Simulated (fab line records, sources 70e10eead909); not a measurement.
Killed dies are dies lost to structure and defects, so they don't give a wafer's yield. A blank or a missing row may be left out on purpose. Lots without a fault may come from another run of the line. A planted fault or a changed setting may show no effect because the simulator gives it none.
fab line records | flow nand_harc
record lots=24 wafers=72 last_day=34
route steps=1302 shown A_CONTACT@1024
lots that met no fault: from a run of the same line without faults
start_h: hours from the record's first day to the start of the lot's first wafer shown | wait_h: hours since the lot's step before | " the same as in the row above | L1.1+2: a row that stands for several wafers | - no value, or no start given | * or withheld: withheld | < > ~ a bound
route shown NAME@n: a module of which the file shows steps, and the number in the route of the first | usual: mean/standard deviation of fault-free wafers | same: alike in all rows | chamber/n: place in a boat | sites: the reading at each site | _std_site: their standard deviation | _edge_site: outer sites' mean less inner sites' | radius_mm: how far each site lies from the wafer's centre | mask NAME#n: copy n | behind: the tool/chamber that last shaped the wafer | hold: why the lot was held/for how many hours/how that ended | device: the transistor (n, p or np) that didn't switch | end of line: the same wafers' tests at the end of the route | a step without rows: its recipe alone | killed: dies lost to structure and defects at the first sort, not the wafer's yield | map: a wafer's dies, x killed, . not, _ none there
set.NAME: the setting as run; set.NAME@STEP: as run at that earlier step | model.NAME: the simulator's own value behind a step, which no gauge read
steps of the route over a sample of lots; a table a step, a row a wafer
services: from which hour (start_h, from the record's first day; less than 0 if before it) a tool's chamber was out of use, for how many hours, and why
## steps
# step NHARC_A_CONTACT_ETCH_102
# recipe target_depth_a=1000 overetch_a=100 time_s=55 ion_energy_ev=100 cf4_flow_sccm=80 o2_flow_sccm=20 ar_flow_sccm=0 rf_w=300 bias_w=100 chemistry=CF4/O2
# usual drypump_motor_current_A=5.84/0.29 o2_flow_sccm=19.99/0.059 oes_f_703_au=0.999/0.0045 oes_product_au=1.000/0.0081 rf_fwd_power_W=297.1/1.1 rf_vpp_V=197.6/1.4 showerhead_plenum_p_Torr=1.32/0.056 throttle_valve_pct=13.398/0.0085
# columns lot.wafer tool chamber start_h wait_h drypump_motor_current_A o2_flow_sccm oes_f_703_au oes_product_au rf_fwd_power_W rf_hours_counter_h rf_vpp_V showerhead_plenum_p_Torr throttle_valve_pct
L074.2 rie_diel-04 3 516.75 0.1 5.76 20.00 0.998 1.011 295.6 26 197.4 1.37 13.405
L074.3 " 1 " " 5.68 20.00 1.001 0.992 296.9 24 197.5 1.35 13.404
L074.6 " 2 " " 6.22 20.07 1.001 1.010 298.1 - 195.9 1.26 13.410
L075.3 rie_diel-06 0 517.04 0.0 6.48 19.95 0.995 1.017 299.6 7 197.9 1.37 13.412
L075.6 " 0 " " 6.50 20.02 1.002 1.002 298.0 - 198.9 1.37 13.393
L075.5 " 1 " " 5.92 19.94 0.998 0.997 296.5 - 200.2 1.44 13.385
L077.4 rie_diel-04 2 522.92 0.1 6.19 19.89 1.005 0.992 296.9 27 195.4 1.26 13.414
L077.6 " 2 " " 6.20 19.95 1.000 1.006 295.6 - 197.1 1.26 13.411
L077.5 " 3 " " 5.78 19.98 0.996 1.011 298.2 - 197.0 1.37 13.387
L076.3 rie_diel-04 0 523.38 0.4 5.81 20.05 1.003 1.005 296.1 26 196.1 1.29 13.399
L076.4 " 1 " " 5.68 19.97 1.001 0.996 298.9 26 198.2 1.35 13.391
L076.2 " 2 " " 6.23 19.97 0.996 0.998 298.8 27 194.9 1.26 13.379
L079.4 rie_diel-06 1 538.31 0.1 5.92 19.86 1.004 0.998 298.3 17 200.2 1.44 13.394
L079.3 " 2 " " 5.31 19.96 1.002 1.005 298.7 18 197.2 1.27 13.409
L079.1 " 3 " " 5.35 19.92 1.009 1.011 296.6 13 195.6 1.27 13.381
L078.1 rie_diel-06 1 540.91 0.0 5.94 20.04 0.994 0.997 297.7 18 200.3 1.44 13.404
L078.3 " 2 " " 5.31 19.90 1.002 1.002 297.2 19 197.9 1.27 13.403
L078.2 " 3 " " 5.36 19.95 0.993 1.009 298.0 14 197.5 1.27 13.394
L080.4 rie_diel-04 2 556.31 0.1 6.22 19.98 0.999 1.002 296.9 2 196.4 1.26 13.401
L080.2 " 3 " " 5.78 19.97 1.000 0.997 296.5 2 198.5 1.37 13.412
L080.6 " 0 " " 5.82 19.93 0.997 0.997 295.9 - 196.0 1.29 13.397
L081.2 rie_diel-04 1 560.39 0.1 5.69 19.95 1.001 0.992 298.1 2 197.4 1.35 13.399
L081.3 " 3 " " 5.78 20.00 0.991 0.993 297.0 3 197.7 1.37 13.401
L081.5 " 1 " " 5.66 19.94 0.999 0.990 299.4 - 197.2 1.35 13.402
L083.2 rie_diel-04 3 581.16 0.1 5.78 20.03 0.995 1.008 296.5 4 198.4 1.37 13.402
L083.4 " 1 " " 5.66 20.06 1.010 0.988 296.4 3 197.4 1.35 13.398
L083.5 " 3 " " 5.78 19.93 1.008 0.998 295.9 - 197.9 1.37 13.392
L082.1 rie_diel-04 0 590.01 0.1 5.80 20.01 1.000 0.997 296.5 7 196.3 1.29 13.410
L082.2 " 1 " " 5.68 19.97 1.008 0.992 297.9 6 199.2 1.35 13.399
L082.5 " 3 " " 5.77 19.96 1.001 0.988 297.5 - 199.5 1.37 13.398
L084.4 rie_diel-06 2 608.51 0.1 5.31 20.00 1.001 1.022 297.5 41 195.8 1.26 13.407
L084.2 " 3 " " 5.41 19.99 1.002 1.012 297.4 32 197.4 1.27 13.395
L084.6 " 2 " " 5.30 19.96 0.997 1.010 297.8 - 197.3 1.26 13.397
L086.4 rie_diel-06 3 617.41 0.1 5.41 20.04 0.999 1.006 297.0 33 196.1 1.27 13.405
L086.3 " 1 " " 5.92 20.00 0.996 1.001 296.3 42 200.3 1.44 13.380
L086.6 " 3 " " 5.44 20.03 1.013 1.000 297.4 - 197.6 1.27 13.407
L085.2 rie_diel-13 0 617.75 0.1 5.43 20.04 1.005 1.007 294.9 28 200.1 1.42 13.403
L085.4 " 1 " " 5.61 20.01 0.997 0.992 296.2 28 196.8 1.28 13.392
L085.3 " 2 " " 6.23 19.84 0.987 0.985 298.1 27 199.6 1.36 13.399
L089.2 rie_diel-04 1 658.10 0.1 5.67 20.00 0.992 1.001 298.1 17 198.1 1.35 13.394
L089.1 " 0 " " 5.82 19.92 0.996 0.989 296.1 18 195.0 1.28 13.395
L089.6 " 1 " " 5.69 19.94 1.002 0.997 296.6 - 197.2 1.35 13.397
L087.4 rie_diel-04 2 658.14 0.1 6.21 19.92 1.002 0.998 297.2 12 195.2 1.25 13.396
L087.3 " 0 " " 5.77 20.02 0.997 0.993 296.8 18 198.3 1.28 13.402
L087.6 " 2 " " 6.24 19.99 1.009 0.987 297.4 - 196.1 1.25 13.389
L090.3 rie_diel-04 1 659.06 0.1 5.67 20.03 1.000 0.994 296.7 18 197.8 1.35 13.413
L090.2 " 3 " " 5.77 20.02 1.000 1.009 297.1 17 198.9 1.37 13.401
L090.5 " 0 " " 5.79 20.02 1.006 1.006 295.7 - 195.0 1.28 13.407
L091.4 rie_diel-04 1 661.61 0.1 5.67 19.98 0.997 0.997 298.0 18 198.0 1.35 13.401
L091.3 " 2 " " 6.22 20.03 0.998 1.001 297.8 12 196.4 1.25 13.394
L091.6 " 1 " " 5.70 20.02 0.999 1.003 297.7 - 198.5 1.35 13.411
L088.3 rie_diel-04 2 661.64 0.1 6.19 19.98 0.996 0.997 296.3 12 196.0 1.25 13.384
L088.4 " 0 " " 5.79 20.06 1.005 0.998 294.3 18 196.9 1.28 13.405
L088.6 " 3 " " 5.78 20.01 1.001 0.993 299.5 - 197.0 1.37 13.400
L093.4 rie_diel-04 2 679.03 0.1 6.22 20.14 0.994 1.004 297.6 - 196.7 1.25 13.408
L093.5 " 3 " " 5.75 20.08 0.996 1.002 296.9 - 198.9 1.37 13.379
L093.6 " 1 " " 5.66 20.08 0.998 1.006 296.7 - 198.6 1.35 13.398
L092.4 rie_diel-04 2 696.69 0.2 6.22 20.07 0.999 0.994 298.6 19 195.4 1.25 13.404
L092.6 " 2 " " 6.22 19.99 0.999 0.997 298.0 - 196.7 1.25 13.403
L092.5 " 3 " " 5.76 19.91 0.996 1.004 298.1 - 199.6 1.36 13.394
L097.1 rie_diel-04 1 731.66 0.1 5.68 20.04 0.991 0.981 298.9 1 197.7 1.35 13.404
L097.2 " 3 " " 5.76 19.98 0.995 0.992 297.8 2 198.3 1.36 13.394
L097.5 " 0 " " 5.77 19.98 0.999 0.999 293.7 - 197.3 1.28 13.392
L095.2 rie_diel-04 1 732.30 0.1 5.68 20.03 0.997 1.008 298.6 1 197.4 1.35 13.394
L095.6 " 2 " " 6.22 20.12 0.990 0.997 296.6 - 195.6 1.25 13.392
L095.5 " 3 " " 5.75 19.91 1.000 1.004 297.3 - 198.8 1.36 13.389
L094.1 rie_diel-04 0 737.33 0.0 5.84 19.98 0.996 0.998 297.0 1 196.1 1.28 13.408
L094.4 " 2 " " 6.20 20.09 1.001 1.012 297.3 2 196.0 1.25 13.409
L094.2 " 3 " " 5.79 19.99 1.001 1.001 297.3 2 198.0 1.36 13.410
L096.3 rie_diel-04 2 737.75 0.1 6.22 19.91 0.993 0.997 298.1 2 196.0 1.25 13.403
L096.2 " 0 " " 5.82 20.07 1.000 0.991 298.2 1 196.7 1.28 13.392
L096.5 " 3 " " 5.75 19.91 1.004 0.988 297.5 - 198.5 1.36 13.394
# step NHARC_A_CONTACT_DEP_57
# recipe target_thk_a=53000 temp_c=400 material=aC
# usual throttle_valve_pct=35.000/0.0092
# columns lot.wafer tool chamber start_h wait_h throttle_valve_pct
L074.2 acl_dep-03 0 519.02 - 35.012
L074.3 " 0 " " 34.990
L074.6 " 0 521.18 - 35.004
L075.3 acl_dep-02 0 519.63 - 34.996
L075.5 " 0 520.71 - 35.001
L075.6 " 0 " " 35.003
L076.2 acl_dep-02 0 527.27 - 34.995
L076.3 " 0 " " 35.000
L076.4 " 0 " " 34.995
L077.4 acl_dep-03 0 528.08 - 34.994
L077.5 " 0 " " 34.997
L077.6 " 0 " " 34.995
L079.1 acl_dep-02 0 538.98 - 35.006
L079.3 " 0 540.06 - 34.998
L079.4 " 0 " " 35.001
L078.1 acl_dep-02 0 542.23 - 34.989
L078.2 " 0 " " 35.004
L078.3 " 0 " " 34.994
L080.2 acl_dep-03 0 557.97 - 34.999
L080.4 " 0 559.05 - 35.006
L080.6 " 0 560.13 - 35.005
L081.2 acl_dep-03 0 564.99 - 35.002
L081.3 " 0 " " 34.999
L081.5 " 0 566.61 - 34.995
L083.2 acl_dep-03 0 583.77 - 35.009
L083.4 " 0 584.85 - 35.001
L083.5 " 0 " " 34.997
L082.1 acl_dep-01 0 592.32 - 35.010
L082.2 " 0 " " 34.991
L082.5 " 0 594.45 - 35.004
L084.2 acl_dep-03 0 610.97 - 34.983
L084.4 " 0 612.04 - 35.006
L084.6 " 0 613.11 - 34.991
L086.3 acl_dep-03 0 619.14 - 35.003
L086.4 " 0 " " 34.993
L086.6 " 0 620.75 - 35.000
L085.2 acl_dep-01 0 619.85 - 35.009
L085.3 " 0 " " 35.002
L085.4 " 0 " " 35.010
L089.1 acl_dep-02 0 658.80 - 35.005
L089.2 " 0 " " 34.982
L089.6 " 0 661.45 - 34.996
L087.3 acl_dep-03 0 660.05 - 35.012
L087.4 " 0 " " 34.989
L087.6 " 0 661.68 - 34.988
L090.2 acl_dep-02 0 662.52 - 35.016
L090.3 " 0 " " 34.991
L090.5 " 0 664.12 - 35.008
L091.3 acl_dep-03 0 663.33 - 35.000
L091.4 " 0 " " 34.989
L091.6 " 0 664.94 - 35.004
L088.3 acl_dep-01 0 664.12 - 34.982
L088.4 " 0 " " 35.005
L088.6 " 0 665.75 - 35.012
L093.4 acl_dep-01 0 689.31 - 35.010
L093.5 " 0 " " 35.011
L093.6 " 0 " " 34.999
L092.4 acl_dep-02 0 700.05 - 34.998
L092.5 " 0 " " 35.008
L092.6 " 0 " " 34.995
L097.1 acl_dep-02 0 732.32 - 34.994
L097.2 " 0 " " 34.999
L097.5 " 0 734.46 - 34.987
L095.2 acl_dep-03 0 735.25 - 35.012
L095.5 " 0 736.87 - 34.996
L095.6 " 0 " " 35.000
L094.1 acl_dep-03 0 739.83 - 34.992
L094.2 " 0 " " 34.984
L094.4 " 0 741.46 - 34.991
L096.2 acl_dep-02 0 743.58 - 35.000
L096.3 " 0 " " 35.002
L096.5 " 0 745.17 - 34.998
# step NHARC_A_CONTACT_ETCH_78
# recipe target_depth_a=53000 over_etch_frac=0.3 time_s=1378 ion_energy_ev=150 o2_flow_sccm=400 cos_flow_sccm=20 ar_flow_sccm=0 rf_w=500 bias_w=300 chemistry=O2/COS
# usual drypump_motor_current_A=5.9/0.3 o2_flow_sccm=400.0/1.2 oes_product_au=1.000/0.008 rf_fwd_power_W=499.9/1.4 rf_vpp_V=313.9/2 showerhead_plenum_p_Torr=3.11/0.12 throttle_valve_pct=28.330/0.0091
# columns lot.wafer tool chamber start_h wait_h drypump_motor_current_A o2_flow_sccm oes_product_au rf_fwd_power_W rf_hours_counter_h rf_vpp_V showerhead_plenum_p_Torr throttle_valve_pct
L074.2 rie_diel-06 3 - - 5.4 401.6 1.016 499.5 8 311.4 2.99 28.320
L074.3 " 0 " " 6.5 399.9 1.009 500.2 10 314.7 3.20 28.325
L074.6 " 3 " " 5.4 401.7 1.009 499.2 - 313.0 2.99 28.332
L075.3 rie_diel-04 1 - - 5.7 397.5 0.993 501.7 26 314.3 3.16 28.333
L075.5 " 0 " " 5.8 399.6 0.991 496.2 - 314.7 3.02 28.351
L075.6 " 1 " " 5.7 400.1 0.994 501.6 - 314.5 3.16 28.331
L077.4 rie_diel-04 3 - - 5.8 399.3 1.015 499.9 28 315.7 3.20 28.348
L077.5 " 3 " " 5.8 399.1 1.014 498.4 - 316.3 3.20 28.334
L077.6 " 0 " " 5.9 400.7 0.999 499.0 - 309.9 3.02 28.326
L076.4 rie_diel-06 1 - - 6.0 401.4 1.000 498.0 14 317.7 3.37 28.331
L076.3 " 3 " " 5.4 400.1 1.020 500.1 10 313.5 2.99 28.337
L076.2 " 0 " " 6.5 400.1 1.017 502.1 12 315.6 3.20 28.329
L079.1 rie_diel-04 0 - - 5.8 401.3 0.998 497.9 1 313.7 3.02 28.345
L079.3 " 1 " " 5.7 399.9 0.996 498.6 1 316.1 3.16 28.331
L079.4 " 2 " " 6.2 399.1 0.997 498.7 1 310.6 2.94 28.331
L078.1 rie_diel-13 2 - - 6.2 399.4 0.997 498.1 10 314.9 3.18 28.315
L078.3 " 0 " " 5.4 398.8 1.006 499.4 10 317.2 3.33 28.335
L078.2 " 1 " " 5.6 400.3 0.993 500.6 10 312.7 3.00 28.328
L080.2 rie_diel-04 3 - - 5.8 400.9 1.000 499.0 3 315.7 3.20 28.339
L080.4 " 1 " " 5.7 399.5 0.994 501.7 3 315.3 3.16 28.326
L080.6 " 3 " " 5.8 400.2 0.993 502.0 - 314.1 3.20 28.327
L081.2 rie_diel-06 1 - - 5.9 400.7 1.000 499.8 30 319.0 3.36 28.327
L081.3 " 3 " " 5.4 397.6 1.011 502.1 25 313.3 2.98 28.338
L081.5 " 2 " " 5.3 401.0 0.999 499.5 - 311.4 2.97 28.336
L083.4 rie_diel-04 1 - - 5.7 400.4 0.993 497.6 5 314.1 3.16 28.338
L083.2 " 3 " " 5.8 398.8 0.983 497.0 6 315.0 3.20 28.338
L083.5 " 2 " " 6.2 397.1 0.995 500.6 - 311.7 2.94 28.327
L082.2 rie_diel-04 3 - - 5.8 399.3 0.999 500.7 7 313.5 3.20 28.328
L082.1 " 0 " " 5.8 399.2 0.995 500.2 7 313.3 3.01 28.320
L082.5 " 3 " " 5.8 397.4 1.009 502.1 - 313.9 3.20 28.341
L084.4 rie_diel-04 0 - - 5.8 399.3 1.000 499.7 10 313.6 3.01 28.317
L084.2 " 3 " " 5.8 401.2 1.011 503.8 10 315.0 3.20 28.329
L084.6 " 0 " " 5.8 399.9 1.001 500.9 - 313.4 3.01 28.323
L086.4 rie_diel-04 1 - - 5.7 399.2 1.011 500.6 10 315.6 3.16 28.334
L086.3 " 3 " " 5.8 400.7 1.006 501.1 11 314.9 3.20 28.315
L086.6 " 1 " " 5.7 397.1 0.996 500.1 - 315.8 3.16 28.329
L085.2 rie_diel-06 1 - - 6.0 398.7 1.000 500.4 43 316.2 3.35 28.337
L085.4 " 2 " " 5.3 399.6 1.000 499.1 43 312.6 2.96 28.325
L085.3 " 3 " " 5.4 400.4 1.015 501.5 34 312.6 2.97 28.332
L089.2 rie_diel-04 2 - - 6.2 399.1 0.990 500.6 13 310.1 2.94 28.326
L089.1 " 0 " " 5.8 400.9 1.000 499.9 19 312.2 3.01 28.330
L089.6 " 1 " " 5.7 399.6 0.996 501.3 - 315.3 3.15 28.333
L087.3 rie_diel-04 1 - - 5.7 400.0 0.999 500.4 19 314.0 3.15 28.332
L087.4 " 3 " " 5.8 401.3 0.995 498.3 18 315.7 3.19 28.312
L087.6 " 1 " " 5.7 399.7 0.987 501.6 - 314.1 3.15 28.335
L090.3 rie_diel-04 1 - - 5.7 400.4 0.992 500.8 20 314.8 3.15 28.324
L090.2 " 2 " " 6.2 397.8 1.004 497.4 15 312.0 2.94 28.321
L090.5 " 0 " " 5.8 398.5 1.001 497.7 - 312.1 3.01 28.334
L091.3 rie_diel-13 1 - - 5.6 401.2 1.005 501.1 45 311.3 2.98 28.337
L091.4 " 3 " " 6.3 402.2 1.004 499.2 37 314.2 3.19 28.330
L091.6 " 2 " " 6.2 400.0 0.991 499.1 - 315.9 3.16 28.328
L088.4 rie_diel-13 3 - - 6.3 401.9 1.014 500.2 38 315.0 3.19 28.324
L088.3 " 0 " " 5.4 399.2 1.010 501.4 46 315.7 3.31 28.328
L088.6 " 3 " " 6.3 401.1 1.002 499.7 - 314.9 3.19 28.317
L093.4 rie_diel-04 3 - - 5.8 402.1 1.011 500.9 23 314.3 3.19 28.334
L093.5 " 1 " " 5.7 398.1 0.999 500.3 - 313.9 3.15 28.312
L093.6 " 2 " " 6.2 399.1 0.990 498.2 - 311.6 2.94 28.336
L092.4 rie_diel-04 3 - - 5.7 399.9 1.006 500.0 24 316.5 3.19 28.339
L092.5 " 3 " " 5.8 400.7 1.003 501.2 - 317.1 3.19 28.332
L092.6 " 0 " " 5.9 399.8 0.999 499.5 - 312.5 3.00 28.313
L097.2 rie_diel-13 3 - - 6.3 399.1 1.003 497.5 9 313.9 3.18 28.315
L097.1 " 0 " " 5.4 399.9 1.005 500.7 8 316.0 3.31 28.329
L097.5 " 0 " " 5.4 400.8 0.998 500.0 - 315.8 3.31 28.328
L095.2 rie_diel-13 3 - - 6.3 402.6 1.001 502.1 10 314.8 3.18 28.341
L095.5 " 3 " " 6.2 399.7 0.995 500.8 - 316.3 3.18 28.330
L095.6 " 0 " " 5.5 399.2 1.000 499.4 - 316.4 3.31 28.324
L094.4 rie_diel-04 1 - - 5.7 401.0 1.000 498.1 2 314.1 3.15 28.332
L094.1 " 2 " " 6.2 398.9 0.988 499.1 2 310.4 2.93 28.337
L094.2 " 3 " " 5.8 397.9 0.999 500.4 2 316.1 3.19 28.334
L096.2 rie_diel-04 3 - - 5.8 399.4 0.988 498.4 4 314.4 3.19 28.317
L096.3 " 2 " " 6.2 399.8 0.999 499.8 4 311.6 2.93 28.324
L096.5 " 0 " " 5.8 400.1 0.996 499.8 - 312.9 3.00 28.325
# step NHARC_A_CONTACT_ETCH_132
# recipe source_w=withheld pressure_mtorr=20 bias_v=3000 time_s=197 target_depth_a=19240 ar_flow_sccm=withheld c4f8_flow_sccm=withheld o2_flow_sccm=withheld chemistry=C4F8/O2/Ar
# columns lot.wafer tool chamber start_h wait_h rf_hours_counter_h
L074.2 har_cap_etch-02 1 525.63 0.1 84
L074.3 " 1 " " -
L074.6 " 1 " " -
L075.3 har_cap_etch-01 0 526.68 0.2 -
L075.5 " 1 " " -
L075.6 " 0 " " -
L077.4 har_cap_etch-03 1 533.70 0.2 -
L077.6 " 0 " " -
L077.5 " 1 " " -
L076.2 har_cap_etch-02 0 533.89 0.1 86
L076.3 " 0 " " -
L076.4 " 1 " " -
L079.1 har_cap_etch-02 0 546.14 0.1 90
L079.3 " 0 " " -
L079.4 " 1 " " -
L078.2 har_cap_etch-01 0 549.41 0.2 9
L078.1 " 1 " " 9
L078.3 " 1 " " -
L080.2 har_cap_etch-02 0 578.60 0.1 94
L080.4 " 1 " " -
L080.6 " 0 " " -
L081.2 har_cap_etch-01 1 578.77 0.1 12
L081.3 " 1 " " -
L081.5 " 0 " " -
L083.2 har_cap_etch-02 1 590.62 0.1 97
L083.4 " 1 " " -
L083.5 " 0 " " -
L082.1 har_cap_etch-03 0 599.41 0.1 59
L082.2 " 1 " " 59
L082.5 " 0 " " -
L084.2 har_cap_etch-02 0 618.08 0.1 101
L084.4 " 1 " " -
L084.6 " 0 " " -
L086.4 har_cap_etch-01 0 625.13 0.1 -
L086.3 " 1 " " -
L086.6 " 0 " " -
L085.2 har_cap_etch-03 1 626.48 0.1 64
L085.3 " 1 " " -
L085.4 " 0 " " -
L089.1 har_cap_etch-02 0 665.93 0.1 108
L089.2 " 1 " " 108
L089.6 " 0 " " -
L087.3 har_cap_etch-03 1 667.16 0.1 -
L087.4 " 0 " " -
L087.6 " 0 " " -
L090.2 har_cap_etch-01 1 669.13 0.1 27
L090.3 " 1 " " -
L090.5 " 1 " " -
L091.3 har_cap_etch-02 1 669.89 0.1 -
L091.4 " 0 " " -
L091.6 " 0 " " -
L088.3 har_cap_etch-03 0 671.44 0.1 -
L088.4 " 1 " " -
L088.6 " 1 " " -
L093.4 har_cap_etch-03 0 694.90 0.1 -
L093.6 " 1 " " -
L093.5 " 0 " " -
L092.4 har_cap_etch-03 0 705.51 0.1 -
L092.6 " 1 " " -
L092.5 " 0 " " -
L097.1 har_cap_etch-03 1 739.44 0.1 82
L097.2 " 0 " " 82
L097.5 " 0 " " -
L095.2 har_cap_etch-02 0 741.76 0.1 121
L095.5 " 1 " " -
L095.6 " 0 " " -
L094.2 har_cap_etch-01 1 747.00 0.1 38
L094.1 " 0 " " 38
L094.4 " 0 " " -
L096.2 har_cap_etch-02 0 750.44 0.1 123
L096.3 " 0 " " -
L096.5 " 0 " " -
# step NHARC_A_CONTACT_CD_MEAS_08
# recipe target_cd_nm=200 landing_energy_ev=500
# usual cd_nm=200.1/0.44
# columns lot.wafer tool chamber start_h wait_h cd_nm
L074.2 cd_sem-02 0 534.14 - 200.2
L074.3 " 0 " " 200.0
L074.6 " 0 " " 200.3
L075.3 cd_sem-02 0 536.09 - 199.6
L075.5 " 0 " " 200.4
L075.6 " 0 " " 200.5
L077.4 cd_sem-01 0 538.63 - 200.6
L077.5 " 0 " " 200.7
L077.6 " 0 " " 199.9
L076.2 cd_sem-01 0 540.18 - 199.5
L076.3 " 0 " " 199.6
L076.4 " 0 " " 199.4
L079.1 cd_sem-01 0 550.73 - 199.6
L079.3 " 0 " " 200.2
L079.4 " 0 " " 200.2
L078.1 cd_sem-01 0 553.99 - 199.7
L078.2 " 0 " " 199.8
L078.3 " 0 " " 199.9
L080.2 cd_sem-01 0 583.88 - 199.4
L080.4 " 0 " " 200.4
L080.6 " 0 " " 200.4
L081.2 cd_sem-03 0 585.61 - 200.9
L081.3 " 0 " " 200.3
L081.5 " 0 " " 200.7
L083.2 cd_sem-03 0 597.88 - 199.5
L083.4 " 0 " " 198.9
L083.5 " 0 " " 199.9
L082.1 cd_sem-01 0 603.86 - 200.2
L082.2 " 0 " " 200.7
L082.5 " 0 " " 200.3
L084.2 cd_sem-01 0 623.85 - 199.9
L084.4 " 0 " " 199.6
L084.6 " 0 " " 200.4
L086.3 cd_sem-01 0 630.34 - 199.1
L086.4 " 0 " " 200.1
L086.6 " 0 " " 200.1
L085.2 cd_sem-02 0 631.63 - 199.9
L085.3 " 0 " " 199.7
L085.4 " 0 " " 200.4
L089.1 cd_sem-02 0 671.91 - 199.9
L089.2 " 0 " " 200.3
L089.6 " 0 " " 200.3
L087.3 cd_sem-01 0 674.95 - 200.6
L087.4 " 0 " " 200.6
L087.6 " 0 " " 200.2
L090.2 cd_sem-03 0 677.41 - 199.5
L090.3 " 0 " " 199.3
L090.5 " 0 " " 199.5
L091.3 cd_sem-01 0 677.57 - 200.7
L091.4 " 0 " " 200.0
L091.6 " 0 " " 200.3
L088.3 cd_sem-03 0 679.03 - 200.5
L088.4 " 0 " " 200.1
L088.6 " 0 " " 200.4
L093.4 cd_sem-02 0 699.51 - 200.5
L093.5 " 0 " " 200.0
L093.6 " 0 " " 200.2
L092.4 cd_sem-02 0 710.48 - 199.8
L092.5 " 0 " " 199.0
L092.6 " 0 " " 199.8
L097.1 cd_sem-02 0 746.72 - 200.7
L097.2 " 0 " " 200.8
L097.5 " 0 " " 199.8
L095.2 cd_sem-02 0 748.58 - 200.2
L095.5 " 0 " " 200.6
L095.6 " 0 " " 200.6
L094.1 cd_sem-01 0 751.65 - 200.3
L094.2 " 0 " " 199.7
L094.4 " 0 " " 199.1
L096.2 cd_sem-01 0 754.99 - 200.2
L096.3 " 0 " " 199.8
L096.5 " 0 " " 199.5
# step NHARC_A_CONTACT_ETCH_135
# recipe source_w=withheld pressure_mtorr=20 bias_v=1200 time_s=311 target_depth_a=19120 ar_flow_sccm=withheld c4f8_flow_sccm=withheld o2_flow_sccm=withheld chemistry=C4F8/O2/Ar
# columns lot.wafer tool chamber start_h wait_h rf_hours_counter_h
L074.2 har_cap_etch-03 0 535.64 0.2 46
L074.3 " 0 " " -
L074.6 " 1 " " -
L075.3 har_cap_etch-03 1 537.69 0.2 -
L075.5 " 1 " " -
L075.6 " 0 " " -
L077.4 har_cap_etch-01 1 540.22 0.2 -
L077.6 " 1 " " -
L077.5 " 0 " " -
L076.2 har_cap_etch-03 1 541.92 0.2 49
L076.4 " 0 " " -
L076.3 " 1 " " -
L079.1 har_cap_etch-03 0 552.31 0.2 50
L079.3 " 1 " " -
L079.4 " 0 " " -
L078.1 har_cap_etch-01 1 555.49 0.2 10
L078.2 " 0 " " 10
L078.3 " 0 " " -
L080.2 har_cap_etch-02 0 585.45 0.2 95
L080.4 " 0 " " -
L080.6 " 0 " " -
L081.2 har_cap_etch-03 1 587.12 0.2 56
L081.3 " 0 " " -
L081.5 " 1 " " -
L083.2 har_cap_etch-01 1 599.39 0.2 15
L083.4 " 1 " " -
L083.5 " 1 " " -
L082.2 har_cap_etch-03 0 605.38 0.2 59
L082.1 " 1 " " 59
L082.5 " 1 " " -
L084.2 har_cap_etch-02 0 625.37 0.2 102
L084.4 " 0 " " -
L084.6 " 0 " " -
L086.4 har_cap_etch-01 1 631.94 0.2 -
L086.3 " 0 " " -
L086.6 " 0 " " -
L085.2 har_cap_etch-02 1 633.40 0.2 103
L085.4 " 0 " " -
L085.3 " 1 " " -
L089.2 har_cap_etch-01 1 673.42 0.2 28
L089.1 " 0 " " 28
L089.6 " 0 " " -
L087.4 har_cap_etch-03 0 676.54 0.2 -
L087.3 " 1 " " -
L087.6 " 1 " " -
L090.2 har_cap_etch-01 1 678.99 0.2 29
L090.3 " 1 " " -
L090.5 " 1 " " -
L091.3 har_cap_etch-03 1 679.16 0.2 -
L091.4 " 0 " " -
L091.6 " 0 " " -
L088.3 har_cap_etch-02 1 680.62 0.2 -
L088.4 " 0 " " -
L088.6 " 0 " " -
L093.4 har_cap_etch-02 1 701.10 0.2 -
L093.6 " 1 " " -
L093.5 " 0 " " -
L092.4 har_cap_etch-01 0 712.48 0.3 -
L092.6 " 0 " " -
L092.5 " 1 " " -
L097.1 har_cap_etch-03 1 748.39 0.2 83
L097.2 " 0 " " 83
L097.5 " 1 " " -
L095.2 har_cap_etch-01 1 750.15 0.2 38
L095.6 " 0 " " -
L095.5 " 1 " " -
L094.2 har_cap_etch-03 0 753.16 0.2 84
L094.1 " 1 " " 84
L094.4 " 1 " " -
L096.2 har_cap_etch-01 1 756.50 0.2 40
L096.3 " 1 " " -
L096.5 " 0 " " -
## services
# columns tool chamber start_h hours kind
rie_diel-06 3 493.93 7.9 repair
har_cap_etch-01 - 497.00 17.0 pm
rie_diel-04 0 511.68 - clean
rie_diel-04 1 511.68 - clean
har_cap_etch-01 - 515.96 1.0 repair
rie_diel-13 - 519.00 9.0 pm
har_cap_etch-02 - 519.25 0.3 repair
rie_diel-13 3 528.26 14.9 repair
rie_diel-04 - 532.65 9.0 pm
har_cap_etch-03 - 543.26 2.5 repair
acl_dep-01 - 552.62 13.0 pm
har_cap_etch-02 - 574.81 0.7 repair
acl_dep-02 - 611.23 13.0 pm
rie_diel-04 2 628.00 28.6 repair
rie_diel-04 3 639.10 1.6 repair
rie_diel-06 0 640.55 9.3 repair
rie_diel-06 - 663.29 9.0 pm
acl_dep-03 - 665.47 13.0 pm
rie_diel-13 - 696.12 9.0 pm
rie_diel-04 - 709.65 9.0 pm
rie_diel-06 1 723.40 11.9 repair
acl_dep-01 - 734.68 13.0 pm
rie_diel-13 - 743.94 0.9 repair
har_cap_etch-02 - 754.00 17.0 pm
## key
fault none
